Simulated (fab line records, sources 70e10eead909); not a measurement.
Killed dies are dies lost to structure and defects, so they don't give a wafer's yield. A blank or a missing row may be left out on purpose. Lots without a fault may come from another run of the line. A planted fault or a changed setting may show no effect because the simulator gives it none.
Which tool did it? | flow nand_harc | 6 lots, 18 wafers sampled, at 5 steps of a route of 1159

WHAT THE GAUGES READ, wafer by wafer
NHARC_END_SORT_01.
lot  | measured     | on        | sort_bin_2_pct (%)
L766 | day 19 19:53 | prober-01 | 0.6 1.3 1.5
L768 | day 20 03:46 | prober-02 | 1.3 1.6 1.0
L770 | day 20 23:23 | prober-01 | 1.3 1.2 2.4
L772 | day 21 06:08 | prober-01 | 95.1 96.0 1.0
L785 | day 24 08:54 | prober-02 | 1.0 1.8 2.1
L787 | day 24 23:13 | prober-02 | 2.1 1.6 1.3

WHICH TOOL RAN EACH LOT (tool, then ch and the chambers of the sampled wafers, then the start)
lot  | NHARC_A_M0_PVD_21            | NHARC_THIN_TSV_PRE_CLEAN_50             | NHARC_THIN_TSV_DEGAS_53      | NHARC_THIN_TSV_DESCUM_35
L766 | pvd_sputter-03, day 17 19:47 | pvd_sputter-02, day 19 02:30 or earlier | pvd_sputter-03, day 19 02:30 | rie_diel-03 ch 1,3, day 19 03:41
L768 | pvd_sputter-03, day 18 07:44 | pvd_sputter-01, day 19 15:03 or earlier | pvd_sputter-02, day 19 15:03 | rie_diel-12 ch 0,1,2, day 19 16:22
L770 | pvd_sputter-03, day 19 05:07 | pvd_sputter-02, day 20 13:16 or earlier | pvd_sputter-01, day 20 13:16 | rie_diel-10 ch 0,2,3, day 20 14:35
L772 | pvd_sputter-03, day 19 15:43 | pvd_sputter-01, day 20 21:31 or earlier | pvd_sputter-03, day 20 21:31 | rie_diel-12 ch 2, day 20 22:43
L785 | pvd_sputter-02, day 22 19:30 | pvd_sputter-02, day 23 22:47 or earlier | pvd_sputter-01, day 23 22:47 | rie_diel-10 ch 0,1,2, day 24 00:07
L787 | pvd_sputter-02, day 23 07:22 | pvd_sputter-03, day 24 14:35 or earlier | pvd_sputter-02, day 24 14:35 | rie_diel-10 ch 1,2,3, day 24 15:53
- NHARC_A_M0_PVD_21: deposits Cu, target thk 30 nm, time 20.49 s.
- NHARC_THIN_TSV_PRE_CLEAN_50: time 30 s.
- NHARC_THIN_TSV_DEGAS_53: time 60 s.
- NHARC_THIN_TSV_DESCUM_35: chemistry O2, time 3 s.

THE ANSWER, worked out from the rows above alone
Rule: what is usual is taken from the lots themselves. Put in order of their means at a reading, lots are off if they are a third of the lots or fewer, leave a main group of 4 or more, and stand apart from it by a gap of 3 or more times the standard deviation of the main group's means; of several such gaps the widest counts. A main group whose means are all the same, to the digits that the tables above print for the reading, isn't used. A lot without any number at a reading at which 4 lots or more have one is off too. The other lots that the step has rows for count as sound.
Off: L772, at NHARC_END_SORT_01 (sort_bin_2_pct). The main group: mean 1.5 %, standard deviation 0.22.
A tool fits if, at a process step before that reading, it ran every lot that is off, and no sound lot after the first of them. The gauges at NHARC_END_SORT_01 are tried like those tools. NHARC_THIN_TSV_PRE_CLEAN_50 gives no start for some lots, so the hours and the order of its lots are those of NHARC_THIN_TSV_DEGAS_53. Can't be told from this: 4 tools fit, pvd_sputter-03 at NHARC_A_M0_PVD_21 and NHARC_THIN_TSV_DEGAS_53, pvd_sputter-01 at NHARC_THIN_TSV_PRE_CLEAN_50, rie_diel-12 at NHARC_THIN_TSV_DESCUM_35, prober-01 at NHARC_END_SORT_01.

WHAT THE SIMULATOR HAD PUT IN
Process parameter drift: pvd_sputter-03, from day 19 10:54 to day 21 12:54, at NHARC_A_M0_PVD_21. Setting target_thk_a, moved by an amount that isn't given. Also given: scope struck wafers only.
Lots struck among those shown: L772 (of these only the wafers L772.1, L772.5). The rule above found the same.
